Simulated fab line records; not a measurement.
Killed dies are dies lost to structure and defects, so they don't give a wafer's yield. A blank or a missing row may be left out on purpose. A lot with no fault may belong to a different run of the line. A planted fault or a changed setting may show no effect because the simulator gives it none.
Chamber matching ; flow n5-finfet ; rie-diel-03 running N5_BEOL_M0_SAQP_ETCH_101: 4 sister chambers
The step etches SiNx in CH3F/O2, target depth 29.9 nm, time 42.7 s. 27 wafers are shown with their chamber, then 12 later ones without.

WAFERS PAIRED WITH THEIR CHAMBERS
wafer;chamber;showerhead-plenum-p-Torr (Torr);drypump-motor-current-A (A);throttle-valve-pct (%)
L074.3;3;1.97;5.0;16.40
L074.5;2;2.06;5.3;16.61
L074.6;1;1.91;5.7;16.54
L075.2;0;2.08;5.7;16.86
L075.4;3;1.96;5.1;16.40
L075.6;2;2.06;5.3;16.61
L076.1;2;2.06;5.3;16.61
L076.4;0;2.08;5.6;16.85
L076.5;1;1.91;5.7;16.56
L077.1;0;2.08;5.6;16.85
L077.4;2;2.06;5.3;16.62
L077.6;2;2.06;5.3;16.60
L083.2;3;1.96;5.1;16.42
L083.4;1;1.91;5.7;16.57
L083.6;3;1.96;5.1;16.44
L084.2;0;2.08;5.6;16.88
L084.3;1;1.91;5.7;16.58
L084.4;3;1.96;5.0;16.44
L086.2;3;1.96;5.0;16.43
L086.3;1;1.91;5.7;16.57
L086.5;1;1.91;5.7;16.60
L087.1;1;1.91;5.7;16.58
L087.4;0;2.07;5.6;16.90
L087.5;3;1.96;5.1;16.45
L088.2;2;2.06;5.3;16.65
L088.4;1;1.91;5.7;16.58
L088.5;0;2.07;5.6;16.90

SIGNATURES, as means of the wafers listed above
reading;chamber 0;chamber 1;chamber 2;chamber 3;scatter within a chamber
showerhead-plenum-p-Torr;2.0767;1.9100;2.0600;1.9614;0.00309
drypump-motor-current-A;5.617;5.700;5.300;5.057;0.0333
throttle-valve-pct;16.8733;16.5725;16.6167;16.4257;0.0195
Rule: for a wafer and a chamber, the distance is found by dividing, reading by reading, the gap between the wafer's reading and the chamber's mean by the reading's scatter, squaring, summing and taking the root. If the next closest chamber is less than 2 further off than the closest, the wafer can't be placed; otherwise it belongs to the closest. How the scatter is found: for the shown wafers, subtract from each reading the mean of its chamber, square and add these, divide the total by (wafers less chambers), then take the root.

WAFERS MISSING THEIR CHAMBER
wafer;showerhead-plenum-p-Torr (Torr);drypump-motor-current-A (A);throttle-valve-pct (%)
L090.3;2.05;5.3;16.65
L090.4;1.91;5.7;16.61
L090.6;1.91;5.7;16.59
L091.1;1.96;5.1;16.47
L091.5;2.05;5.3;16.66
L091.6;1.96;5.1;16.45
L092.1;2.07;5.6;16.92
L092.3;1.95;5.1;16.47
L092.4;1.90;5.7;16.60
L094.2;1.90;5.8;16.61
L094.4;2.07;5.6;16.92
L094.5;2.07;5.6;16.93

THE CHAMBER EACH PASSED THROUGH
wafer;from the rows above;in truth
L090.3;2;2
L090.4;1;1
L090.6;1;1
L091.1;3;3
L091.5;2;2
L091.6;3;3
L092.1;0;0
L092.3;3;3
L092.4;1;1
L094.2;1;1
L094.4;0;0
L094.5;0;0
12 of 12 placed correctly. From these rows, 0 cannot be placed. Number placed wrongly: 0.
